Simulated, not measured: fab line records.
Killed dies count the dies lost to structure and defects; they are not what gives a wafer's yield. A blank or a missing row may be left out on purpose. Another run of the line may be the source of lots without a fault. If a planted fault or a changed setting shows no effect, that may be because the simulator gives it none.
A lot that was struck, set against a sound lot / flow n5-finfet / 21 out of 1938 route steps
Sound: wafers L910.2, L910.3, L910.5. Struck: wafer L916.5 (left out: L916.2, L916.6 of the same lot, which were not struck); the cause appears at the end.
For every step that has rows: the tool of each side, followed by ch and its chambers, followed by its first start. Under that, the readings that differ: sound wafers / struck wafers / difference of the means / sigmas: that difference in standard deviations of wafers without a fault.
alike: same words and numbers on both sides, and readings whose means sit less than 2 such deviations apart. not compared: any withheld reading, any reading some wafer has no value for, any bound like >300 that may hide the same value, and any number with overlapping values for which the record gives no deviation.
Wherever a step has rows on one side only, a row that says differs or no value, or a row with sigmas, the two part there. Numbers that have no deviation but don't overlap get no sigmas and don't part them. A reading that every wafer of one side lacks parts them only if that side has two wafers or more.

first, 9 steps without rows for these wafers: N5_BEOL_M0_SAQP_EBR_10; N5_BEOL_M0_SAQP_SOFTBAKE_09 (time 60 s); N5_BEOL_M0_SAQP_EXPOSE_11 (exposes mask M0 CORE, target cd 42 nm); N5_BEOL_M0_SAQP_PEB_12 (peb time 60 s); N5_BEOL_M0_SAQP_DEVELOP_13 (develop time 30 s); N5_BEOL_M0_SAQP_DESCUM_19 (chemistry O2, time 7.9 s); N5_BEOL_M0_SAQP_ETCH_83 (etches SiARC in CF4, target depth 39 nm, time 65 s); N5_BEOL_M0_SAQP_ETCH_84 (etches SOC in N2/H2, target depth 100 nm, overetch 20 nm, time 150 s); N5_BEOL_M0_SAQP_STRIP_80 (strips in N2/H2).
N5_BEOL_M0_SAQP_HM_OPEN_112: chemistry CHF3/O2, target SiO2, stops on a-Si, target depth 12 nm, time 13.5 s.
  sound on rie-diel-01 ch 1,2, day 9 22:04; struck on rie-diel-04 ch 2, day 11 02:08
reading=chamber-pressure-mTorr (mTorr); sound=29.986 29.945 29.962; struck=30.030; difference=+0.066; sigmas=+2
reading=model.SOC_of_BEOL_M0_SAQP_COAT_81.thk-nm (nm); sound=100.6 100.2 100.2; struck=95.4; difference=-4.9; sigmas=
reading=model.SiARC_of_BEOL_M0_SAQP_COAT_82.thk-nm (nm); sound=5 5.4 5; struck=0; difference=-5; sigmas=
reading=model.a-Si_of_BEOL_M0_SAQP_PECVD_04.thk-nm (nm); sound=58.8 60.2 60.8; struck=57.4; difference=-2.5; sigmas=
  alike: drypump-motor-current-A, oes-product-au, rf-vpp-V, showerhead-plenum-p-Torr, throttle-valve-pct
  not compared: rf-hours-counter-h
then, 1 step without rows for these wafers: N5_BEOL_M0_SAQP_STRIP_113 (strips in CHF3/O2).
N5_BEOL_M0_SAQP_MANDREL_ETCH_20: etches a-Si in HBr/Cl2, stops on SiNx, target depth 60 nm, bt time 10 s, time 30 s.
  sound on rie-si-05 ch 0,2, day 9 22:08; struck on rie-si-06 ch 0, day 11 02:13
reading=oes-product-au (a.u.); sound=0.779 0.790 0.796; struck=0.747; difference=-0.041; sigmas=-3
reading=model.SOC_of_BEOL_M0_SAQP_COAT_81.thk-nm (nm); sound=76.8 77 77.2; struck=71.6; difference=-5.4; sigmas=
reading=model.etch.depth-nm (nm); sound=58.82 60.18 60.78; struck=57.4; difference=-2.5; sigmas=
  alike: chamber-pressure-mTorr, drypump-motor-current-A, throttle-valve-pct
  not compared: rf-hours-counter-h
then, 5 steps without rows for these wafers: N5_BEOL_M0_SAQP_STRIP_86 (strips in N2/H2); N5_BEOL_M0_SAQP_STRIP_115 (strips in post etch residue remover, time 60 s); N5_BEOL_M0_SAQP_SRD_93 (time 30 s); N5_BEOL_M0_SAQP_RECESS_114 (chemistry HF/NH3, target SiO2, target depth 14.4 nm, afs cycles 3, sublimation time 60 s); N5_BEOL_M0_SAQP_SPACER1_ALD_98 (deposits SiO2, target thk 12.8 nm, pulse time 1 s, purge time 2 s).
N5_BEOL_M0_SAQP_SPACER1_ETCHBACK_99: etches SiO2 in CHF3/O2, target depth 15.4 nm, time 7.7 s.
  sound on rie-diel-03 ch 2,3, day 10 00:07; struck on rie-diel-01 ch 1, day 11 03:19
reading=rf-vpp-V (V); sound=545 507 547; struck=510; difference=-23; sigmas=-2
reading=model.a-Si_of_BEOL_M0_SAQP_PECVD_04.thk-nm (nm); sound=58.2 59.6 60.2; struck=56.8; difference=-2.5; sigmas=
  alike: chamber-pressure-mTorr, drypump-motor-current-A, oes-product-au, showerhead-plenum-p-Torr, throttle-valve-pct
  not compared: rf-hours-counter-h
then, 1 step without rows for these wafers: N5_BEOL_M0_SAQP_MANDREL1_REMOVE_100 (chemistry HBr/Cl2/O2, target a-Si, stops on SiNx, bt time 10 s).
-- record jumps: 2 days separate the struck wafers' starts on either side; left off in module BEOL_M0_SAQP, taken up again in module BEOL_M4, whose first shown step is the route's number 1111 --
N5_BEOL_M4_RC_MEAS_101:
  sound on prober-01 ch 0, day 12 01:53; struck on prober-02 ch 0, day 13 07:20
reading=DIBL_N (mV/V); sound=37.2 39.7 37.9; struck=34.3; difference=-4.0; sigmas=-3
reading=DIBL_P (mV/V); sound=38.0 39.8 39.0; struck=34.8; difference=-4.1; sigmas=-2
reading=IOFF_N (nA/um); sound=0.184 0.224 0.195; struck=0.140; difference=-0.061; sigmas=-2
reading=SS_N (mV/dec); sound=70.9 72.4 72.5; struck=70.7; difference=-1.2; sigmas=-2
  alike: IOFF_P, ION_N, ION_P, SS_P, VT_N, VT_P
N5_PASSIVATION_PROBE_49:
  the record has rows for the sound wafers here (prober-01, day 16 06:09) and none for the struck ones

WHERE THEY PART
At N5_BEOL_M0_SAQP_HM_OPEN_112 first; at N5_PASSIVATION_PROBE_49 last (within this record only).

WHY: what the simulator had put in
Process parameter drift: rie-diel-04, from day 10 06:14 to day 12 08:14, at N5_BEOL_M0_SAQP_HM_OPEN_112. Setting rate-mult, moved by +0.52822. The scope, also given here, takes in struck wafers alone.
